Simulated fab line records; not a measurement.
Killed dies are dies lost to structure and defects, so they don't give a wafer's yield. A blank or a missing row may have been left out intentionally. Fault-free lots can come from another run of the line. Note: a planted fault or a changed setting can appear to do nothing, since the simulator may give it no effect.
fab line records	flow n5-finfet
record lots=10	wafers=28	last-day=18
route steps=1938 shown BEOL_M0_SAQP@663 BEOL_M4@1111
lots untouched by any fault: they come from a run of this same line in which no faults occurred
start-h: the number of hours between the record's first day and the start of the first shown wafer of the lot	wait-h: hours from the lot's prior step to this one	" same as the row above	L1.1+2: several wafers, shown together as one row	- no value, or no start given	* or withheld: withheld	< > ~ a bound
route shown NAME@n: a module of which the file shows steps, and the number in the route of the first	usual: the fault-free wafers' mean and standard deviation	same: alike in all rows	chamber/n: place in a boat	sites: the reading at each site	_std_site: the values' standard deviation	_edge_site: mean of outer sites minus mean of inner sites	radius-mm: for every site, how far away it sits from the centre of the wafer	mask NAME#n: copy n	behind: the most recent tool/chamber to have shaped the wafer	hold: what put the lot on hold/how long, in hours/how the hold closed	device: names the non-switching transistor (n, p or np)	end of line: the same wafers' tests at the end of the route	a step without rows: its recipe alone	killed: not the wafer's yield, but the dies lost to structure and defects at the first sort	map: the dies of a wafer, with x for killed, . for not killed, _ for no die there
set.NAME: the setting the step ran with; set.NAME@STEP: the setting that earlier step ran with	model.NAME: the simulator's own value behind a step, which no gauge read
steps of the route over a sample of lots; a table a step, a row a wafer
services: from which hour (start-h, from the record's first day; less than 0 if before it) a tool's chamber was out of use, for how many hours, and why
## steps
# step N5_BEOL_M0_SAQP_SPACER1_ALD_98
# recipe material=SiO2	target-thk-a=128	temp-c=300	ald-precursor-family=BDEAS	ald-co-reactant=O2-plasma	pulse-time-s=1	purge-time-s=2	co-reactant-purge-time-s=2	ald-cycles=138	pressure-torr=2
# usual heater-power-outer-w=260/21	heater-power-w=471/30	precursor-pulse-height-rel=1.000/0.019
# same co-reactant-purge-time-s=2
lot.wafer	tool	chamber	start-h	wait-h	heater-power-outer-w	heater-power-w	precursor-pulse-height-rel
L181.2	ald-sin-04	3	121.51	0.3	260	526	0.979
L181.3	"	1	"	"	260	469	0.998
L181.5	"	3	"	"	270	501	1.008
L182.2	ald-sin-02	0	128.23	0.3	234	440	0.977
L182.3	"	1	"	"	249	445	1.009
L182.5	"	3	"	"	257	474	0.998
L185.2	ald-sin-01	2	144.06	0.3	259	481	0.960
L185.3	"	1	"	"	263	504	1.014
L185.5	"	3	"	"	328	529	1.007
L187.1	ald-sin-04	0	157.22	0.4	251	462	1.001
L187.2	"	3	"	"	259	501	1.017
L187.3	"	1	"	"	262	464	1.033
L191.2	ald-sin-04	3	179.98	0.3	261	510	1.003
L191.4	"	0	"	"	255	456	1.002
L191.5	"	0	"	"	247	454	1.006
L192.2	ald-sin-02	2	185.40	0.3	246	447	1.022
L192.3	"	1	"	"	249	419	1.022
L192.6	"	3	"	"	264	464	0.995
L194.3	ald-sin-04	2	201.92	0.1	240	445	0.969
L194.4	"	0	"	"	252	441	1.004
L194.5	"	3	"	"	265	511	0.970
L197.1	ald-sin-04	0	214.75	0.3	247	450	1.008
L197.4	"	3	"	"	267	517	1.004
L198.2	ald-sin-04	3	222.59	0.3	267	514	0.991
L198.6	"	0	"	"	252	466	0.997
L202.1	ald-sin-02	0	248.93	0.3	237	441	0.998
L202.2	"	3	"	"	263	479	1.002
L202.4	"	2	"	"	256	447	0.994
# step N5_BEOL_M0_SAQP_MANDREL_ETCH_103
# recipe chemistry=HBr/Cl2	target=a-Si	target-depth-a=450	bt-time-s=10	stop-on=SiCN	mask-material=SiO2	over-etch-frac=0.8	time-s=27	pressure-mtorr=10	icp-w=800	bias-w=75	HBr_flow_sccm=150	Cl2_flow_sccm=80	ends=end-point
# usual drypump-motor-current-A=5.7/0.45	oes-product-au=0.680/0.015	throttle-valve-pct=35.28/0.28
# same over-etch-frac=0.8
lot.wafer	tool	chamber	start-h	wait-h	drypump-motor-current-A	oes-product-au	rf-hours-counter-h	throttle-valve-pct
L181.2	rie-si-06	2	122.36	0.0	6.1	0.684	119	35.40
L181.3	"	0	"	"	5.6	0.695	167	35.70
L181.5	"	2	"	"	6.1	0.692	-	35.38
L182.2	rie-si-01	1	129.09	0.0	5.1	0.660	4	34.94
L182.3	"	0	"	"	6.2	0.698	1	35.39
L182.5	"	1	"	"	5.1	0.663	-	34.95
L185.2	rie-si-01	3	145.03	0.0	6.5	0.676	188	35.32
L185.3	"	0	"	"	6.2	0.680	1	35.41
L185.5	"	1	"	"	5.1	0.668	-	34.95
L187.1	rie-si-06	2	158.13	0.0	6.1	0.699	119	35.40
L187.2	"	3	"	"	5.7	0.679	155	35.50
L187.3	"	1	"	"	5.7	0.684	102	35.20
L191.2	rie-si-01	2	180.83	0.0	5.7	0.687	144	35.44
L191.4	"	0	"	"	6.2	0.704	2	35.40
L191.5	"	0	"	"	6.1	0.704	-	35.39
L192.2	rie-si-02	1	186.25	0.0	4.9	0.674	15	34.62
L192.3	"	3	"	"	6.0	0.701	7	35.29
L192.6	"	0	"	"	5.5	0.672	-	35.11
L194.3	rie-si-01	2	202.82	0.0	5.7	0.682	-	35.46
L194.4	"	1	"	"	5.1	0.664	-	34.94
L194.5	"	2	"	"	5.7	0.696	-	35.43
L197.1	rie-si-01	3	215.68	0.0	6.5	0.684	0	35.50
L197.4	"	1	"	"	5.1	0.654	-	34.97
L198.2	rie-si-01	3	223.44	0.0	6.5	0.690	0	35.48
L198.6	"	1	"	"	5.1	0.663	-	34.93
L202.1	rie-si-06	1	249.80	0.0	5.7	0.675	103	35.24
L202.2	"	3	"	"	5.7	0.680	157	35.49
L202.4	"	2	"	"	6.1	0.706	121	35.35
# step N5_BEOL_M0_SAQP_COAT_72
# recipe resist=SiARC	temp-c=220	time-s=60	spin-rpm=1500	resist-thk-nm=15
# usual chill-plate-temp-C=23.01/0.12	spin-speed-rpm=1500.2/0.99
# same time-s=60
lot.wafer	tool	chamber	start-h	wait-h	chill-plate-temp-C	spin-speed-rpm
L181.2	litho-track-03	0	123.98	-	23.10	1501.1
L181.3	"	0	"	"	23.14	1499.0
L181.5	"	0	"	"	23.10	1501.9
L182.2	litho-track-04	0	130.95	-	22.88	1498.2
L182.3	"	0	"	"	22.91	1500.1
L182.5	"	0	"	"	22.86	1500.0
L185.2	litho-track-03	0	146.65	-	23.13	1499.2
L185.3	"	0	"	"	23.11	1500.0
L185.5	"	0	"	"	23.10	1498.4
L187.1	litho-track-04	0	159.75	-	23.14	1501.2
L187.2	"	0	"	"	23.08	1500.8
L187.3	"	0	"	"	23.08	1500.9
L191.2	litho-track-03	0	182.45	-	22.95	1500.0
L191.4	"	0	"	"	23.00	1501.3
L191.5	"	0	"	"	23.08	1500.2
L192.2	litho-track-03	0	188.04	-	22.74	1321.8
L192.3	"	0	"	"	22.97	1321.2
L192.6	"	0	"	"	22.91	1319.3
L194.3	litho-track-03	0	204.45	-	23.12	1321.2
L194.4	"	0	"	"	22.79	1322.2
L194.5	"	0	"	"	22.84	1322.4
L197.1	litho-track-04	0	217.35	-	22.99	1501.7
L197.4	"	0	"	"	22.91	1500.9
L198.2	litho-track-04	0	225.06	-	22.94	1499.8
L198.6	"	0	"	"	22.81	1499.2
L202.1	litho-track-01	0	251.42	-	23.09	1500.0
L202.2	"	0	"	"	23.10	1500.1
L202.4	"	0	"	"	23.08	1499.9
# step N5_BEOL_M0_SAQP_INSPECT_42
# recipe mode=adi	inspect-instrument=brightfield
# usual raw-defect-count=296/98
lot.wafer	tool	chamber	start-h	wait-h	raw-defect-count
L181.2	defect-inspect-01	-	124.34	0.0	293
L181.3	"	-	"	"	288
L181.5	"	-	"	"	229
L182.2	defect-inspect-01	-	131.48	0.0	247
L182.3	"	-	"	"	313
L182.5	"	-	"	"	243
L185.2	defect-inspect-02	-	147.00	0.0	291
L185.3	"	-	"	"	214
L185.5	"	-	"	"	332
L187.1	defect-inspect-01	-	160.23	0.1	173
L187.2	"	-	"	"	220
L187.3	"	-	"	"	328
L191.2	defect-inspect-02	-	182.81	0.0	248
L191.4	"	-	"	"	278
L191.5	"	-	"	"	300
L192.2	defect-inspect-01	-	188.54	0.0	163
L192.3	"	-	"	"	267
L192.6	"	-	"	"	188
L194.3	defect-inspect-01	-	204.80	0.0	198
L194.4	"	-	"	"	166
L194.5	"	-	"	"	272
L197.1	defect-inspect-01	-	217.83	0.1	319
L197.4	"	-	"	"	365
L198.2	defect-inspect-02	-	225.41	0.0	271
L198.6	"	-	"	"	280
L202.1	defect-inspect-01	-	251.91	0.1	223
L202.2	"	-	"	"	333
L202.4	"	-	"	"	174
# step N5_BEOL_M4_RC_MEAS_101
# usual DIBL_N=37.1/2.4	DIBL_P=37/3	IOFF_N=0.18/0.053	IOFF_P=0.21/0.05	ION_N=674/14	ION_P=459/9.2	SS_N=72.1/0.9	SS_P=73.4/0.89	VT_N=250/3.8	VT_P=-251/3.7
lot.wafer	tool	chamber	start-h	wait-h	DIBL_N[mV/V]	DIBL_P[mV/V]	IOFF_N[nA/um]	IOFF_P[nA/um]	ION_N[uA/um]	ION_P[uA/um]	SS_N[mV/dec]	SS_P[mV/dec]	VT_N[mV]	VT_P[mV]
L181.2	prober-02	0	200.38	0.2	35.7	35	0.16	0.22	671	464	71.8	72.9	249	-249
L181.3	"	0	"	"	37.7	36	0.19	0.22	677	461	72.6	73.0	251	-249
L181.5	"	0	"	"	34.8	34	0.14	0.18	656	455	71.9	72.3	253	-249
L182.2	prober-01	0	205.80	0.2	37.7	39	0.20	0.25	688	467	71.6	73.7	248	-248
L182.3	"	0	"	"	36.7	37	0.19	0.23	681	464	72.0	72.7	245	-248
L182.5	"	0	"	"	37.9	38	0.20	0.23	664	453	73.0	73.8	247	-248
L185.2	prober-01	0	210.38	0.2	37.7	40	0.19	0.22	671	459	72.5	74.4	250	-251
L185.3	"	0	"	"	34.9	36	0.13	0.18	657	450	71.4	73.3	253	-253
L185.5	"	0	"	"	36.0	36	0.16	0.18	679	457	72.1	72.9	250	-254
L187.1	prober-01	0	232.04	0.0	33.4	31	0.11	0.15	663	456	70.8	72.4	256	-254
L187.2	"	0	"	"	39.3	38	0.22	0.24	685	465	72.2	73.3	247	-249
L187.3	"	0	"	"	36.0	34	0.14	0.18	661	443	71.0	72.4	254	-253
L191.2	prober-02	0	254.30	0.2	36.4	37	0.18	0.20	671	456	72.2	73.0	249	-252
L191.4	"	0	"	"	37.8	38	0.19	0.22	674	453	72.7	74.0	250	-253
L191.5	"	0	"	"	36.6	38	0.19	0.22	692	471	71.8	72.8	246	-251
L192.2	prober-01	0	257.38	0.2	36.5	37	0.16	0.22	682	466	73.1	73.8	251	-248
L192.3	"	0	"	"	35.9	36	0.17	0.22	676	465	71.8	73.9	247	-249
L192.6	"	0	"	"	35.7	37	0.17	0.23	678	473	71.9	73.6	250	-249
L194.3	prober-01	0	277.27	0.3	44.3	45	0.39	0.41	708	473	74.5	75.2	243	-240
L194.4	"	0	"	"	36.7	35	0.17	0.20	664	453	71.5	73.1	250	-250
L194.5	"	0	"	"	38.2	38	0.19	0.24	671	458	71.8	73.4	249	-250
L197.1	prober-01	0	280.56	0.0	40.9	42	0.28	0.33	695	474	72.6	74.0	242	-243
L197.4	"	0	"	"	36.4	37	0.15	0.21	671	462	72.2	72.9	250	-249
L198.2	prober-02	0	285.46	0.2	42.6	45	0.30	0.31	698	471	73.4	75.3	245	-246
L198.6	"	0	"	"	43.0	45	0.30	0.32	693	462	73.8	75.1	244	-247
L202.1	prober-01	0	312.45	0.0	34.9	35	0.13	0.16	662	456	71.0	73.0	254	-253
L202.2	"	0	"	"	37.6	38	0.16	0.19	662	448	71.7	73.5	254	-253
L202.4	"	0	"	"	37.8	39	0.19	0.22	681	460	71.8	73.7	249	-252
## services
tool	chamber	start-h	hours	kind
ald-sin-02	0	99.25	-	clean
ald-sin-02	1	99.25	-	clean
ald-sin-02	2	99.25	-	clean
ald-sin-02	3	99.25	-	clean
ald-sin-04	0	100.88	8.9	repair
rie-si-02	2	119.32	7.9	repair
rie-si-01	3	127.17	14.5	repair
rie-si-01	-	135.75	0.1	repair
litho-track-03	-	139.49	-	consumable-replace:filter
rie-si-01	0	165.37	12.0	repair
rie-si-01	1	168.08	2.8	repair
rie-si-06	0	187.32	1.8	repair
rie-si-01	3	193.42	-	clean
rie-si-01	3	193.42	14.0	scheduled-down
rie-si-01	3	193.42	14.0	vent-cycle
rie-si-01	0	200.53	34.2	repair
rie-si-02	3	202.15	2.4	repair
ald-sin-04	2	202.84	1.5	repair
rie-si-06	2	204.79	5.0	repair
ald-sin-04	3	216.15	3.2	repair
## key
first-sign step=N5_BEOL_M0_SAQP_COAT_72	reading=spin-speed-rpm	direction=down	sigmas=99+	usual=*	struck=*
effect none on later readings
met-at N5_BEOL_M0_SAQP_COAT_72
struck-lots L192,L194
not-acting-at N5_BEOL_M0_SAQP_SPACER1_ALD_98,N5_BEOL_M0_SAQP_MANDREL_ETCH_103,N5_BEOL_M0_SAQP_INSPECT_42
onset-between 182.45 188.04
fault kind=process-parameter-drift	tool=litho-track-03	chamber=-	onset-h=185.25	steps=N5_BEOL_M0_SAQP_COAT_72	channel=spin-rpm	offset=*	shape=step	end-h=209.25	acts-in=*	stated=*
